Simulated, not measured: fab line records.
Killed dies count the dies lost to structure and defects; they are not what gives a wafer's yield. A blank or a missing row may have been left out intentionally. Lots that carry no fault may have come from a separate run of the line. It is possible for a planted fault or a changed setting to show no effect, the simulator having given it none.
Struck lot and sound lot, side by side    flow n5 finfet    34 out of 1938 route steps
Sound: wafers L269.1, L269.2, L269.5. Struck: wafer L278.5 (left out: L278.1, a lot-mate that was not struck); the cause follows at the end.
Per side, at each step with rows, come the tool, then ch with its chambers, and then its first start. Under that, the readings that differ: sound wafers    struck wafers    difference of the means    sigmas: that difference in standard deviations of wafers without a fault.
alike: a reading whose means differ by less than 2 such deviations, as well as words and numbers matching on both sides. not compared: withheld readings; readings where some wafer has no value; bounds like >300 that might hide an equal value; numbers whose values overlap and for which the record gives no deviation.
Wherever a step has rows on one side only, a row that says differs or no value, or a row with sigmas, the two part there. Numbers that don't overlap but have no deviation are shown without sigmas and don't part them. Lack of a reading on every wafer of one side parts them only where that side has two or more wafers.

first, 9 steps without rows for these wafers: N5_MOL_CONTACT_COAG_SOFTBAKE_35 (time 60 s); N5_MOL_CONTACT_COAG_EXPOSE_37 (exposes mask VD, defocus 0 nm); N5_MOL_CONTACT_COAG_PEB_38 (peb time 60 s); N5_MOL_CONTACT_COAG_DEVELOP_39 (develop time 30 s); N5_MOL_CONTACT_COAG_DESCUM_45 (chemistry O2, time 7 s); N5_MOL_CONTACT_COAG_ETCH_65 (etches underlayer in N2/H2, target depth 13 nm, time 10.4 s); N5_MOL_CONTACT_COAG_ETCH_66 (etches SiARC in CF4, target depth 13 nm, time 21.7 s); N5_MOL_CONTACT_COAG_ALD_133 (deposits SiO2, target thk 5 nm, pulse time 1 s, co reactant pulse time 1 s); N5_MOL_CONTACT_COAG_ETCHBACK_134 (etches SiO2 in CHF3, target depth 10 nm, time 6.7 s).
N5_MOL_CONTACT_COAG_ETCH_67: etches SOC in N2/H2, target depth 60 nm, overetch 21 nm, time 101.2 s.
  sound on rie diel-05 ch 0,2,3, day 7 01:02; struck on rie diel-05 ch 2, day 9 03:51
reading                                              sound              struck  difference  sigmas
model.etch.depth nm (nm)                             60.02 59.87 60.03  51.68   -8.29       
model.SiARC_of_MOL_CONTACT_COAG_COAT_63.thk nm (nm)  5.8 5.8 5.8        7.4     +1.6        
  alike: chamber pressure mTorr, drypump motor current A, oes product au, rf vpp V, showerhead plenum p Torr, throttle valve pct
  not compared: rf hours counter h
then, 4 steps without rows for these wafers: N5_MOL_CONTACT_COAG_STRIP_68 (strips in N2/H2); N5_MOL_CONTACT_COAG_STRIP_69 (strips in N2/H2); N5_MOL_CONTACT_COAG_ETCHBACK_136 (etches SiO2 in CHF3, target depth 25 nm, time 16.7 s); N5_MOL_CONTACT_COAG_STRIP_120 (strips in CHF3).
N5_MOL_CONTACT_COAG_VIA_ETCH_117: etches SiO2 in C4F6/O2, target depth 40 nm, overetch 8 nm, time 26 s.
  sound on rie diel-05 ch 0,2,3, day 7 01:10; struck on rie diel-05 ch 2, day 9 04:02
reading                 sound              struck  difference  sigmas
oes product au (a.u.)   0.64 0.73 0.76     0.30    -0.41       -5
throttle valve pct (%)  41.49 40.83 41.15  40.27   -0.89       -4
  alike: O2_flow_sccm, chamber pressure mTorr, drypump motor current A, oes_f_703_au, rf vpp V, showerhead plenum p Torr
  not compared: rf hours counter h
then, 17 steps without rows for these wafers: N5_MOL_CONTACT_COAG_STRIP_72 (strips in N2/H2); N5_MOL_CONTACT_COAG_STRIP_49 (strips in N2/H2, time 30 s); N5_MOL_CONTACT_COAG_PRECLEAN_138 (cleans in alkaline clean, time 60 s); N5_MOL_CONTACT_COAG_SRD_139 (time 30 s); N5_MOL_CONTACT_COAG_PRE_CLEAN_121; N5_MOL_CONTACT_COAG_CVD_140 (deposits W, target thk 66.5 nm, time 215 s); N5_MOL_CONTACT_COAG_PRECLEAN_127 (cleans in DIW, time 57.5 s); N5_MOL_CONTACT_COAG_SRD_128 (dry time 32 s); N5_MOL_CONTACT_COAG_CMP_52 (polishes, stops on SiO2, t overpolish 1.5 s, target thk 66.5 nm); N5_MOL_CONTACT_COAG_ANNEAL_112 (time 1800 s); N5_BEOL_M0_SAQP_PECVD_00 (deposits SiCN from 3MS/NH3, target thk 8 nm, time 14 s); N5_BEOL_M0_SAQP_ILD_DEP_01 (deposits SiOC from DEMS/O2, target thk 45.419 nm, time 8.7 s); N5_BEOL_M0_SAQP_HM_DEP_02 (deposits TiN, target thk 12 nm); N5_BEOL_M0_SAQP_PECVD_03 (deposits SiCN from 3MS/NH3, target thk 12 nm, time 21.1 s); N5_BEOL_M0_SAQP_PECVD_96 (deposits a-Si from SiH4/He, target thk 45 nm, time 45.2 s); N5_BEOL_M0_SAQP_PECVD_97 (deposits SiNx from SiH4/NH3/N2, target thk 23 nm, time 19.9 s); N5_BEOL_M0_SAQP_PECVD_04 (deposits a-Si from SiH4/He, target thk 60 nm, time 60.2 s).
N5_BEOL_M4_RC_MEAS_101:
  the record has rows for the sound wafers here (prober-01 ch 0, day 9 18:40) and none for the struck ones
-- record jumps: 7 days separate the struck wafers' starts on either side; left off in module BEOL_M4, taken up again in module PASSIVATION, whose first shown step is the route's number 1936 --
N5_PASSIVATION_PROBE_49:
  record: rows for the struck wafers here (prober-02, day 16 14:56), none for the sound ones

## WHERE THEY PART
First at N5_MOL_CONTACT_COAG_VIA_ETCH_117; last, within this record, at N5_PASSIVATION_PROBE_49.

WHY: what the simulator had put in
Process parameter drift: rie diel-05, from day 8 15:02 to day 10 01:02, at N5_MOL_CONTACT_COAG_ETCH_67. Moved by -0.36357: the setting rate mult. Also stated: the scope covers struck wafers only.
